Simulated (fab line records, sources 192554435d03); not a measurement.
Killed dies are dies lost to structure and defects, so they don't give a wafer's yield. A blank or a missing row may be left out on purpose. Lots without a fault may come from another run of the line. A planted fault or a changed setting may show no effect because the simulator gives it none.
fab line records | flow n5_finfet
record lots=5 wafers=15 last_day=15
route steps=1938 shown HKMG_FIN@387
lots that met no fault: from a run of the same line without faults
start_h: hours from the record's first day to the start of the lot's first wafer shown | wait_h: hours since the lot's step before | " the same as in the row above | L1.1+2: a row that stands for several wafers | - no value, or no start given | * or withheld: withheld | < > ~ a bound
route shown NAME@n: a module of which the file shows steps, and the number in the route of the first | usual: mean/standard deviation of fault-free wafers | same: alike in all rows | chamber/n: place in a boat | sites: the reading at each site | _std_site: their standard deviation | _edge_site: outer sites' mean less inner sites' | radius_mm: how far each site lies from the wafer's centre | mask NAME#n: copy n | behind: the tool/chamber that last shaped the wafer | hold: why the lot was held/for how many hours/how that ended | device: the transistor (n, p or np) that didn't switch | end of line: the same wafers' tests at the end of the route | a step without rows: its recipe alone | killed: dies lost to structure and defects at the first sort, not the wafer's yield | map: a wafer's dies, x killed, . not, _ none there
set.NAME: the setting as run; set.NAME@STEP: as run at that earlier step | model.NAME: the simulator's own value behind a step, which no gauge read
lots at some steps of the route; a table a step, a row a wafer
services: from which hour (start_h, from the record's first day; less than 0 if before it) a tool's chamber was out of use, for how many hours, and why
## steps
# step N5_HKMG_FIN_HK_ANNEAL_02
# recipe temp_c=700 time_s=30 ambient=N2 idle_temp_c=600 ramp_up_c_per_s=150 ramp_down_c_per_s=60 cool_to_c=600
# usual lamp_power_pct=8.79/0.051 wafer_temp_C_max=703.0/0.7
# same time_s=30
# columns lot.wafer tool chamber start_h wait_h lamp_power_pct wafer_temp_C_max
L074.2 rtp_anneal-02 0 72.18 0.3 8.79 702.3
L074.4 " 0 " " 8.80 702.8
L074.5 " 0 " " 8.85 703.0
L081.1 rtp_anneal-02 0 113.16 0.2 8.77 703.5
L081.4 " 0 " " 8.72 702.6
L081.5 " 0 " " 8.79 703.2
L080.1 rtp_anneal-01 0 119.40 0.1 8.81 703.0
L080.2 " 0 " " 8.90 703.5
L080.6 " 0 " " 8.78 702.6
L083.1 rtp_anneal-02 0 130.65 0.1 8.75 703.8
L083.4 " 0 " " 8.81 702.6
L083.6 " 0 " " 8.76 703.1
L087.2 rtp_anneal-02 0 148.20 0.1 8.75 702.5
L087.3 " 0 " " 8.89 703.2
L087.4 " 0 " " 8.70 702.2
# step N5_HKMG_FIN_ALD_74
# recipe material=La2O3 target_thk_a=5 temp_c=250 ald_precursor_family=La-Cp ald_co_reactant=O3 pulse_time_s=6 co_reactant_pulse_time_s=1 purge_time_s=3 co_reactant_purge_time_s=3
# usual heater_power_w=342/36 precursor_pulse_height_rel=1.001/0.019
# columns lot.wafer tool chamber start_h wait_h heater_power_w precursor_pulse_height_rel
L074.2 ald_hk-01 3 72.38 0.2 374 1.015
L074.4 " 1 " " 351 1.021
L074.5 " 0 " " 289 1.001
L081.1 ald_hk-01 1 113.38 0.2 359 0.990
L081.4 " 0 " " 287 1.019
L081.5 " 3 " " 376 1.008
L080.1 ald_hk-03 3 119.61 0.2 378 0.995
L080.2 " 2 " " 319 1.017
L080.6 " 1 " " 423 0.980
L083.1 ald_hk-02 1 130.87 0.2 370 1.002
L083.4 " 3 " " 365 1.027
L083.6 " 2 " " 309 0.990
L087.2 ald_hk-02 1 148.39 0.2 366 1.011
L087.3 " 3 " " 365 0.998
L087.4 " 0 " " 326 1.036
# step N5_HKMG_FIN_ALD_75
# recipe material=Al2O3 target_thk_a=10 temp_c=150 ald_precursor_family=TMA ald_co_reactant=H2O pulse_time_s=withheld co_reactant_pulse_time_s=1
# usual heater_power_w=147/15 precursor_pulse_height_rel=1.000/0.017
# columns lot.wafer tool chamber start_h wait_h heater_power_w precursor_pulse_height_rel
L074.2 ald_hk-01 3 72.46 0.0 158 0.982
L074.4 " 1 " " 151 1.008
L074.5 " 0 " " 124 0.971
L081.1 ald_hk-01 1 113.46 0.0 157 0.988
L081.4 " 0 " " 125 0.978
L081.5 " 3 " " 159 0.983
L080.1 ald_hk-03 3 119.69 0.0 163 0.991
L080.2 " 2 " " 137 0.992
L080.6 " 1 " " 182 1.017
L083.1 ald_hk-02 1 131.02 0.1 160 1.006
L083.4 " 3 " " 153 1.020
L083.6 " 2 " " 135 0.995
L087.2 ald_hk-02 1 148.46 0.0 160 1.004
L087.3 " 3 " " 159 1.010
L087.4 " 0 " " 139 0.975
# step N5_HKMG_FIN_COAT_41
# recipe resist=SOC temp_c=250 time_s=60 spin_rpm=1500 resist_thk_nm=300
# usual spin_speed_rpm=1500.1/1
# same time_s=60
# columns lot.wafer tool chamber start_h wait_h spin_speed_rpm
L074.2 litho_track-04 0 72.56 - 1500.1
L074.4 " 0 " " 1501.1
L074.5 " 0 " " 1499.6
L081.1 litho_track-02 0 113.56 - 1498.4
L081.4 " 0 " " 1499.0
L081.5 " 0 " " 1500.2
L080.1 litho_track-02 0 119.79 - 1498.8
L080.2 " 0 " " 1500.5
L080.6 " 0 " " 1500.8
L083.1 litho_track-02 0 131.19 - 1497.8
L083.4 " 0 " " 1499.3
L083.6 " 0 " " 1501.2
L087.2 litho_track-02 0 148.56 - 1502.1
L087.3 " 0 " " 1502.5
L087.4 " 0 " " 1501.5
# step N5_HKMG_FIN_COAT_42
# recipe resist=SiARC temp_c=220 time_s=60 spin_rpm=1500 resist_thk_nm=35
# usual spin_speed_rpm=1499.8/1
# same time_s=60
# columns lot.wafer tool chamber start_h wait_h spin_speed_rpm
L074.2 litho_track-04 0 - - 1498.4
L074.4 " 0 " " 1500.3
L074.5 " 0 " " 1498.9
L081.1 litho_track-02 0 - - 1499.4
L081.4 " 0 " " 1501.0
L081.5 " 0 " " 1500.0
L080.1 litho_track-02 0 - - 1500.3
L080.2 " 0 " " 1498.1
L080.6 " 0 " " 1501.5
L083.1 litho_track-02 0 - - 1500.5
L083.4 " 0 " " 1500.7
L083.6 " 0 " " 1501.4
L087.2 litho_track-02 0 - - 1500.4
L087.3 " 0 " " 1499.3
L087.4 " 0 " " 1499.1
# step N5_HKMG_FIN_COAT_43
# recipe resist=CAR-ArF spin_rpm=1500 resist_thk_nm=90
# usual spin_speed_rpm=1499.9/0.83
# columns lot.wafer tool chamber start_h wait_h spin_speed_rpm
L074.2 litho_track-04 0 - - 1500.4
L074.4 " 0 " " 1501.0
L074.5 " 0 " " 1500.2
L081.1 litho_track-02 0 - - 1499.8
L081.4 " 0 " " 1501.4
L081.5 " 0 " " 1499.7
L080.1 litho_track-02 0 - - 1500.3
L080.2 " 0 " " 1499.8
L080.6 " 0 " " 1500.5
L083.1 litho_track-02 0 - - 1500.1
L083.4 " 0 " " 1499.6
L083.6 " 0 " " 1500.4
L087.2 litho_track-02 0 - - 1500.7
L087.3 " 0 " " 1503.0
L087.4 " 0 " " 1502.6
# step N5_HKMG_FIN_EBR_45
# recipe solvent=PGMEA ebr_width_mm=1.5
# columns lot.wafer tool chamber start_h wait_h
L074.2+4+5 litho_track-04 0 - -
L081.1+4+5 litho_track-02 0 - -
L080.1+2+6 litho_track-02 0 - -
L083.1+4+6 litho_track-02 0 - -
L087.2+3+4 litho_track-02 0 - -
# step N5_HKMG_FIN_SOFTBAKE_44
# recipe temp_c=110 time_s=60 resist=CAR-ArF
# same time_s=60
# columns lot.wafer tool chamber start_h wait_h
L074.2+4+5 litho_track-04 0 - -
L081.1+4+5 litho_track-02 0 - -
L080.1+2+6 litho_track-02 0 - -
L083.1+4+6 litho_track-02 0 - -
L087.2+3+4 litho_track-02 0 - -
# step N5_HKMG_FIN_EXPOSE_46
# recipe mask_id=NDIPOLE na=1.35 source_shape=conventional sigma_outer=0.8 polarization=unpolarized dose_mj=40
# columns lot.wafer tool chamber start_h wait_h mask
L074.2+4+5 arfi_scanner-02 0 72.68 - NDIPOLE#0
L081.1+4+5 arfi_scanner-01 0 113.68 - NDIPOLE#0
L080.1+2+6 arfi_scanner-03 0 120.03 - NDIPOLE#0
L083.1+4+6 arfi_scanner-02 0 131.48 - NDIPOLE#0
L087.2+3+4 arfi_scanner-03 0 148.81 - NDIPOLE#0
# step N5_HKMG_FIN_PEB_47
# recipe peb_temp_c=withheld peb_time_s=60 resist=CAR-ArF
# columns lot.wafer tool chamber start_h wait_h
L074.2+4+5 litho_track-05 0 72.73 0.0
L081.1+4+5 litho_track-04 0 113.73 0.1
L080.1+2+6 litho_track-04 0 120.09 0.1
L083.1+4+6 litho_track-05 0 131.54 0.1
L087.2+3+4 litho_track-02 0 148.86 0.0
## services
# columns tool chamber start_h hours kind
arfi_scanner-02 - 48.68 0.8 pm
arfi_scanner-01 0 57.52 - calibration
arfi_scanner-03 0 60.64 - calibration
arfi_scanner-02 - 64.00 3.9 pm
ald_hk-02 - 69.40 4.3 pm
arfi_scanner-01 - 69.98 4.2 repair
arfi_scanner-01 - 76.74 1.8 repair
arfi_scanner-02 - 80.24 36.0 pm
arfi_scanner-03 - 96.91 0.4 repair
arfi_scanner-03 - 105.85 1.0 pm
arfi_scanner-01 - 109.97 0.8 pm
arfi_scanner-02 - 116.24 1.0 pm
arfi_scanner-02 - 117.24 4.9 pm
arfi_scanner-01 - 123.53 68.5 repair
arfi_scanner-03 - 127.10 5.3 repair
arfi_scanner-02 - 129.96 1.2 repair
arfi_scanner-02 - 132.80 1.3 pm
arfi_scanner-03 - 137.90 1.3 pm
litho_track-04 - 148.66 - consumable_replace:filter
## key
fault none
